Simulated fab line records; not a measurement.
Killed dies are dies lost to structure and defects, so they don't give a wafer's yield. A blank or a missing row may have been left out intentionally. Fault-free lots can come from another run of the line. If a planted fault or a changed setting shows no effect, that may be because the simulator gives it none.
Chamber matching | flow n5_finfet | N5_FIN_CUT_ETCH_30 on rie_diel-03: 4 sister chambers
The step etches underlayer in N2/H2, target depth 13 nm, time 10.4 s. 14 wafers are shown with their chamber, then 7 later ones without.

== WAFERS PAIRED WITH THEIR CHAMBERS ==
wafer  | chamber | drypump_motor_current_A (A) | showerhead_plenum_p_Torr (Torr) | oes_product_au (a.u.)
L074.4 | 2       | 6.6                         | 2.65                            | 0.68
L074.5 | 0       | 5.6                         | 2.51                            | 0.62
L074.6 | 3       | 5.4                         | 2.52                            | 0.61
L076.1 | 3       | 5.4                         | 2.51                            | 0.61
L076.3 | 0       | 5.7                         | 2.51                            | 0.62
L076.4 | 2       | 6.6                         | 2.65                            | 0.68
L077.2 | 1       | 4.9                         | 2.72                            | 0.84
L077.4 | 0       | 5.7                         | 2.51                            | 0.62
L077.5 | 1       | 4.9                         | 2.72                            | 0.85
L084.1 | 1       | 4.9                         | 2.71                            | 0.78
L084.2 | 0       | 5.7                         | 2.50                            | 0.61
L084.4 | 3       | 5.5                         | 2.51                            | 0.60
L086.1 | 1       | 4.9                         | 2.71                            | 0.78
L086.3 | 0       | 5.6                         | 2.50                            | 0.60

SIGNATURES (averages over the wafers above)
reading                  | chamber 0 | chamber 1 | chamber 2 | chamber 3 | scatter within a chamber
drypump_motor_current_A  | 5.660     | 4.900     | 6.600     | 5.433     | 0.0432
showerhead_plenum_p_Torr | 2.5060    | 2.7150    | 2.6500    | 2.5133    | 0.00535
oes_product_au           | 0.6140    | 0.8125    | 0.6800    | 0.6067    | 0.0216
Rule: distance of a wafer from a chamber = root of the sum over the readings of ((wafer's reading minus chamber's mean) / reading's scatter) squared. If the next closest chamber is less than 2 further off than the closest, the wafer can't be placed; otherwise it belongs to the closest. The scatter: the root of (the sum of the squares of (reading less its chamber's mean) over the shown wafers, divided by (wafers less chambers)).

== WAFERS WITH NO CHAMBER GIVEN ==
wafer  | drypump_motor_current_A (A) | showerhead_plenum_p_Torr (Torr) | oes_product_au (a.u.)
L086.4 | 5.4                         | 2.51                            | 0.60
L089.4 | 4.9                         | 2.71                            | 0.77
L089.5 | 6.6                         | 2.64                            | 0.67
L089.6 | 5.5                         | 2.50                            | 0.60
L093.2 | 4.9                         | 2.70                            | 0.76
L093.4 | 5.6                         | 2.50                            | 0.61
L093.6 | 6.6                         | 2.63                            | 0.66

== WHICH CHAMBER EACH ONE RAN IN ==
wafer  | from the rows above     | in truth
L086.4 | 3                       | 3
L089.4 | 1                       | 1
L089.5 | 2                       | 2
L089.6 | can't be placed: 3 or 0 | 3
L093.2 | 1                       | 1
L093.4 | 0                       | 0
L093.6 | 2                       | 2
Placed correctly: 6 of 7. Can't be placed from these rows: 1 (the true chamber is among the candidates in 1). Placed wrongly: 0.
